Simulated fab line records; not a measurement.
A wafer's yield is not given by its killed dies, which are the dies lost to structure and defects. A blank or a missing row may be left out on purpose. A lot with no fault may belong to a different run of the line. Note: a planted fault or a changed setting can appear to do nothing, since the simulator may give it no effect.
A struck lot beside a sound one -- flow nand harc -- 18 steps out of a route of 1159
Sound: wafers L712.1, L712.3, L712.4. Wafers struck: L726.2, L726.3, L726.4. Last of all comes the cause.
Per side, at each step with rows, come the tool, then ch with its chambers, and then its first start. Under that, the readings that differ: sound wafers -- struck wafers -- difference of the means -- sigmas: that difference in standard deviations of wafers without a fault.
alike: same words and numbers on both sides, and readings whose means sit less than 2 such deviations apart. not compared: any withheld reading, any reading some wafer has no value for, any bound like >300 that may hide the same value, and any number with overlapping values for which the record gives no deviation.
The two part at a step that has a row with sigmas, a row that says differs or no value, or rows on one side only. Numbers that have no deviation but don't overlap get no sigmas and don't part them. A reading that every wafer of one side lacks parts them only if that side has two wafers or more.

NHARC_P_BONDPAD_ACTIVATE_29: chemistry N2, time 60 s.
  sound on rie diel-07 ch 1,2,3, day 6 21:22; struck on rie diel-07 ch 0,2,3, day 9 15:38
reading,sound,struck,difference,sigmas
rf hours counter h (h),8 9 9,16 15 16,+7,
  alike: drypump motor current A, n2 flow sccm, oes product au, rf vpp V, showerhead plenum p Torr
then, 2 steps without rows for these wafers: NHARC_P_BONDPAD_PRECLEAN_30 (cleans in DIW, time 300 s); NHARC_P_BONDPAD_SRD_31 (time 30 s, dry time 20 s).
NHARC_A_START_INSPECT_01:
  sound on defect inspect-01 at day 6 21:46; struck on defect inspect-02 at day 9 16:02
  alike: raw defect count
then, 8 steps without rows for these wafers: NHARC_A_ZERO_WELL_PRECLEAN_00 (cleans in SPM, time 600 s); NHARC_A_ZERO_WELL_SRD_01; NHARC_A_ZERO_WELL_DEHYDRATE_02 (time 120 s); NHARC_A_ZERO_WELL_HMDS_03 (time 30 s); NHARC_A_ZERO_WELL_COAT_18 (time 65 s); NHARC_A_ZERO_WELL_COAT_04 (resist thk 600 nm); NHARC_A_ZERO_WELL_SOFTBAKE_05 (time 70 s); NHARC_A_ZERO_WELL_EBR_06.
NHARC_A_ZERO_WELL_EXPOSE_07: exposes mask A ZERO.
  sound on krf scanner-02 ch 0, day 6 22:21; struck on krf scanner-01 ch 0, day 9 16:36
reading,sound,struck,difference,sigmas
exposure dose mJ cm2,33.88 33.85 33.85,50.60 50.63 50.61,+16.75,+99 or more
  alike: mask, stage vel mm s
then, 2 steps without rows for these wafers: NHARC_A_ZERO_WELL_PEB_08 (peb time 80 s); NHARC_A_ZERO_WELL_DEVELOP_09 (time 50 s).
NHARC_A_ZERO_WELL_CD_MEAS_10: the cd target is 2000 nm.
  sound on cd sem-01 ch 0, day 6 22:30; struck on cd sem-03 ch 0, day 9 16:45
reading,sound,struck,difference,sigmas
cd nm (nm),1999.0 2002.1 2000.3,2014.2 2014.0 2015.9,+14.2,+8
then, 1 step without rows for these wafers: NHARC_A_ZERO_WELL_HARDBAKE_11 (time 65 s).
-- jump in the record: it breaks off in module A_ZERO_WELL and resumes in module END (first step shown: number 1159 of the route), and 13 days separate the struck wafers' starts before and after --
NHARC_END_SORT_01:
  sound on prober-02 ch 0, day 19 20:01; struck on prober-02 ch 0, day 22 14:26
  alike: killed at array, killed at other, killed at periphery, killed dies, killed open, killed short

== WHERE THEY PART ==
Earliest at NHARC_A_ZERO_WELL_EXPOSE_07; latest, in this record, at NHARC_A_ZERO_WELL_CD_MEAS_10. Later steps at which nothing parts them and some readings are alike: NHARC_END_SORT_01.

WHY: the cause the simulator had injected
Process parameters drifting: krf scanner-01 at NHARC_A_ZERO_WELL_EXPOSE_07, beginning at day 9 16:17. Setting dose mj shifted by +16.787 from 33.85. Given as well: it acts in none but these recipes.
